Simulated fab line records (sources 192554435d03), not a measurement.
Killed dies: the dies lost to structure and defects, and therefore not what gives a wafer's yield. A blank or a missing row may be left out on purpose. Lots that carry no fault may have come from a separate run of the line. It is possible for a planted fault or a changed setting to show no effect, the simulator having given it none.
Lot-split experiment ; flow n5-finfet ; 39 wafers read across 7 lots, on a route 1938 steps long

## ABOUT THE SPLIT
At N5_BEOL_M15_TRENCH_ETCH_34 (etches SiO2 in C4F8/O2/Ar, target depth 872.93 nm, time 199 s), the setting target-depth-a was moved away from the recipe's 8729.3 angstrom on 9 of the 39 wafers read, by -55.0% to +57.7%. For the rest of the wafers, this setting stayed at what the recipe calls for.

## FROM THE SPLIT TO THE READING: what the file shows between them, 7 steps
- N5_BEOL_M15_STRIP_36: strips in O2
- N5_BEOL_M15_ECD_47: material Cu, target thk 1860 nm
- N5_BEOL_M15_ANNEAL_48: time 90 s
- N5_BEOL_M15_CMP_49: polishes, stops on SiO2, t overpolish 4.9 s, target thk 850 nm
- N5_BEOL_M15_THK_MEAS_50: measures by xrf
- N5_BEOL_M15_PRE_CLEAN_52: time 15 s
- N5_BEOL_M15_DEP_53: deposits SiCN from 3MS/NH3, target thk 50 nm, time 17.8 s

## THE READING
Measured at N5_BEOL_M15_RS_MEAS_54 by four-point probe: M15_RS, in ohm/sq. Fault-free wafers of this fab line usually give 0.0217 ohm/sq, standard deviation 0.00048 ohm/sq.

wafer;tool, chamber at the split;target-depth-a as run, angstrom;against the recipe;M15_RS, ohm/sq;against lot-mates on the recipe
L076.1;rie-diel-03, 1;8729.3;recipe;0.0217;-
L076.3;rie-diel-03, 0;8729.3;recipe;0.0218;-
L076.6;rie-diel-03, 3;8729.3;recipe;0.0211;-
L081.1;rie-diel-04, 1;8729.3;recipe;0.0222;-
L081.2;rie-diel-04, 2;3932;-55.0%;0.0501;+0.0284
L081.3;rie-diel-04, 0;8729.3;recipe;0.0215;-
L081.4;rie-diel-04, 2;8729.3;recipe;0.0213;-
L081.5;rie-diel-04, 1;3932;-55.0%;0.0523;+0.0306
L081.6;rie-diel-04, 0;3932;-55.0%;0.0500;+0.0283
L089.1;rie-diel-04, 3;8729.3;recipe;0.0216;-
L089.2;rie-diel-04, 0;8729.3;recipe;0.0214;-
L089.3;rie-diel-04, 1;13770;+57.7%;0.0140;-0.0075
L089.4;rie-diel-04, 2;13770;+57.7%;0.0135;-0.0080
L089.5;rie-diel-04, 2;8729.3;recipe;0.0216;-
L089.6;rie-diel-04, 1;13770;+57.7%;0.0140;-0.0075
L091.1;rie-diel-05, 2;6978;-20.1%;0.0282;+0.0057
L091.2;rie-diel-05, 3;8729.3;recipe;0.0222;-
L091.3;rie-diel-05, 0;6978;-20.1%;0.0279;+0.0054
L091.4;rie-diel-05, 1;8729.3;recipe;0.0230;-
L091.5;rie-diel-05, 2;8729.3;recipe;0.0223;-
L091.6;rie-diel-05, 1;6978;-20.1%;0.0289;+0.0064
L092.1;rie-diel-03, 2;8729.3;recipe;0.0213;-
L092.2;rie-diel-03, 1;8729.3;recipe;0.0217;-
L092.3;rie-diel-03, 3;8729.3;recipe;0.0209;-
L092.4;rie-diel-03, 0;8729.3;recipe;0.0216;-
L092.5;rie-diel-03, 2;8729.3;recipe;0.0211;-
L092.6;rie-diel-03, 3;8729.3;recipe;0.0211;-
L095.1;rie-diel-03, 2;8729.3;recipe;0.0214;-
L095.2;rie-diel-03, 3;8729.3;recipe;0.0211;-
L095.3;rie-diel-03, 0;8729.3;recipe;0.0219;-
L095.4;rie-diel-03, 1;8729.3;recipe;0.0222;-
L095.5;rie-diel-03, 1;8729.3;recipe;0.0219;-
L095.6;rie-diel-03, 0;8729.3;recipe;0.0218;-
L093.1;rie-diel-03, 3;8729.3;recipe;0.0212;-
L093.2;rie-diel-03, 2;8729.3;recipe;0.0218;-
L093.3;rie-diel-03, 0;8729.3;recipe;0.0219;-
L093.4;rie-diel-03, 0;8729.3;recipe;0.0222;-
L093.5;rie-diel-03, 3;8729.3;recipe;0.0211;-
L093.6;rie-diel-03, 2;8729.3;recipe;0.0215;-

FIT RESULTS
A straight line over all 39 wafers: M15_RS changes by -0.000319 ohm/sq for each +1% of target-depth-a; r = -0.87; the points scatter about the line by 0.0041 ohm/sq.
The same after taking each lot's own level away (the mean of its wafers on the recipe; 39 wafers): -0.000316 ohm/sq for each +1%; r = -0.87; scatter 0.0042 ohm/sq.
On that fit, the largest move of target-depth-a shifts the reading by 0.018 ohm/sq.
The span of the lots' own levels, 0.02128 to 0.02250 ohm/sq, comes to 2.5 times the standard deviation stated above.
The two slopes agree, so the slope changes little with the lot-to-lot level.
Check: for one of the wafers moved furthest among these (+57.7%), held out of the fit, the line's prediction against its lot-mates is -0.0188 ohm/sq. It came out at -0.00753 ohm/sq against them.

## THE WHOLE CHAIN: every reading that the file lists as answering this split, in the file's order
step;what it does;reading;change (the file's fit);r (the file's)
N5_BEOL_M15_TRENCH_ETCH_34;etches SiO2 in C4F8/O2/Ar, target depth 872.93 nm, time 199 s;etch.depth-nm (the simulator's own value, which no gauge read);+8.39 nm for each +1% of the setting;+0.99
N5_BEOL_M15_TRENCH_ETCH_34;etches SiO2 in C4F8/O2/Ar, target depth 872.93 nm, time 199 s;coat_of_BEOL_M15_COAT_22.thk-nm (the simulator's own value, which no gauge read);-1.62 nm for each +1% of the setting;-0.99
N5_BEOL_M15_CMP_49;polishes, stops on SiO2, t overpolish 4.9 s, target thk 850 nm;Cu_of_BEOL_M15_ECD_47.thk-nm (the simulator's own value, which no gauge read);+8.41 nm for each +1% of the setting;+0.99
N5_BEOL_M15_THK_MEAS_50;measures by xrf;M15_THK;+8.38 for each +1% of the setting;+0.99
N5_BEOL_M15_RS_MEAS_54;measures by four-point-probe;M15_RS;-0.00032 for each +1% of the setting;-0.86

## THE FILE'S OWN FIT
M15_RS changes by -0.00032 ohm/sq for each +1% of target-depth-a, r = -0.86.
